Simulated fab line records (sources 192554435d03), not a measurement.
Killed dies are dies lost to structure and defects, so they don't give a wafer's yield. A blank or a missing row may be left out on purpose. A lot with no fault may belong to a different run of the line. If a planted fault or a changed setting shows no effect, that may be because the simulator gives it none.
A struck lot beside a sound one + flow n5 finfet + 37 steps out of a route of 1938
Sound: wafers L508.3, L508.4, L508.5. Wafers L513.1, L513.3, L513.4 were the ones struck. The cause comes at the end.
Per side, at each step with rows, come the tool, then ch with its chambers, and then its first start. Under that, the readings that differ: sound wafers + struck wafers + difference of the means + sigmas: that difference in standard deviations of wafers without a fault.
alike: readings whose means differ by less than 2 such deviations, and words and numbers that are the same on both sides. not compared: withheld readings, readings that some wafer has no value for, bounds like >300 that may hide the same value, and numbers for which the record gives no deviation and whose values overlap.
Wherever a step has rows on one side only, a row that says differs or no value, or a row with sigmas, the two part there. Non-overlapping numbers with no deviation appear without sigmas and do not part them. A reading that every wafer of one side lacks parts them only if that side has two wafers or more.

first, 9 steps without rows for these wafers: N5_BEOL_M4_ANNEAL_95 (time 240 s); N5_BEOL_M4_SPUTTER_96 (material Cu, target thk 4.5 nm, time 8.29 s); N5_BEOL_M4_ECD_50 (material Cu, target thk 300 nm); N5_BEOL_M4_ANNEAL_51 (time 90 s); N5_BEOL_M4_CMP_52 (polishes, stops on SiOC, t overpolish 6.8 s, target thk 40 nm); N5_BEOL_M4_PRE_CLEAN_60 (time 15 s); N5_BEOL_M4_CO_CAP_55 (material Co, precursor CCTBA/H2, target thk 2 nm, time 102.1 s); N5_BEOL_M4_PRE_CLEAN_56 (time 15 s); N5_BEOL_M4_DEP_57 (deposits SiCN from 3MS/NH3, target thk 8 nm, time 14 s).
N5_BEOL_M4_RC_MEAS_101:
  sound on prober-01 ch 0, day 9 20:59; struck on prober-01 ch 0, day 11 02:31
  alike: DIBL_N, DIBL_P, IOFF_N, IOFF_P, ION_N, ION_P, SS_N, SS_P, VT_N, VT_P
then, 24 steps without rows for these wafers: N5_BEOL_M5_ILD_DEP_00 (deposits SiCOH lowk from DEMS/porogen, target thk 140.64 nm, time 25.9 s); N5_BEOL_M5_CURE_79 (cures SiCOH lowk, time 240 s); N5_BEOL_M5_PECVD_70 (deposits SiO2 from TEOS/O2, target thk 16 nm, time 18 s); N5_BEOL_M5_HM_DEP_02 (deposits TiN, target thk 20 nm); N5_BEOL_M5_COAT_59 (time 60 s, resist thk 60 nm); N5_BEOL_M5_COAT_60 (time 60 s, resist thk 12 nm); N5_BEOL_M5_COAT_71 (time 60 s, resist thk 5 nm); N5_BEOL_M5_COAT_05 (resist thk 30 nm); N5_BEOL_M5_EBR_07; N5_BEOL_M5_SOFTBAKE_06 (time 60 s); N5_BEOL_M5_EXPOSE_08 (exposes mask M5, target cd 28 nm); N5_BEOL_M5_PEB_09 (peb time 60 s); N5_BEOL_M5_DEVELOP_10 (develop time 30 s); N5_BEOL_M5_DESCUM_16 (chemistry O2, time 7 s); N5_BEOL_M5_ETCH_72 (etches underlayer in N2/H2, target depth 6.5 nm, time 5.2 s); N5_BEOL_M5_ETCH_61 (etches SiARC in CF4, target depth 15.6 nm, time 26 s); N5_BEOL_M5_ETCH_62 (etches SOC in N2/H2, target depth 75 nm, overetch 15 nm, time 112.5 s); N5_BEOL_M5_STRIP_63 (strips in N2/H2); N5_BEOL_M5_STRIP_73 (strips in N2/H2); N5_BEOL_M5_STRIP_64 (strips in CF4); N5_BEOL_M5_HM_OPEN_17 (chemistry Cl2/BCl3, target TiN, target depth 20 nm, overetch 6 nm); N5_BEOL_M5_STRIP_19 (strips in O2); N5_BEOL_M5_COAT_65 (time 60 s, resist thk 60 nm); N5_BEOL_M5_COAT_66 (time 60 s, resist thk 12 nm).
-- a jump in the record: the struck wafers' starts before and after are 4 days apart (it breaks off in module BEOL_M5 and resumes in module MIM_BOT_ETCH, where the first step shown is number 1866 of the route) --
N5_MIM_BOT_ETCH_ETCH_04: etches SiNx in CF4/O2, target depth 26 nm, time 13 s.
  sound on rie diel-01 ch 1,3, day 13 12:07; struck on rie diel-01 ch 0,1,3, day 14 16:58
  no value came back on the struck wafers for any of 7 readings (O2_flow_sccm (sccm), bias w (W) and others); on the sound wafers O2_flow_sccm (sccm) reads 9.98 9.95 10.01
  not compared: rf hours counter h, model.coat_of_MIM_BOT_LITHO_COAT_02.thk nm
N5_MIM_BOT_ETCH_ETCH_00: etches TiN in Cl2/BCl3, target depth 45.5 nm.
  sound on rie metal-02 ch 0,1, day 13 12:20; struck on rie metal-03 ch 0,1, day 14 17:08
  alike: bcl3 flow sccm, bias w, drypump motor current A, oes product au, throttle valve pct
  not compared: rf hours counter h, model.coat_of_MIM_BOT_LITHO_COAT_02.thk nm
N5_PASSIVATION_PROBE_49:
  only the struck wafers here have rows in the record (prober-01, day 15 01:23); the sound ones have none

== WHERE THEY PART ==
Last at N5_PASSIVATION_PROBE_49 as far as this record goes, first at N5_MIM_BOT_ETCH_ETCH_04.

WHY: what the simulator had put in
At N5_MIM_BOT_ETCH_ETCH_04, the step was skipped entirely on rie diel-01 from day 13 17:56 on. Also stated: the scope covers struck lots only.
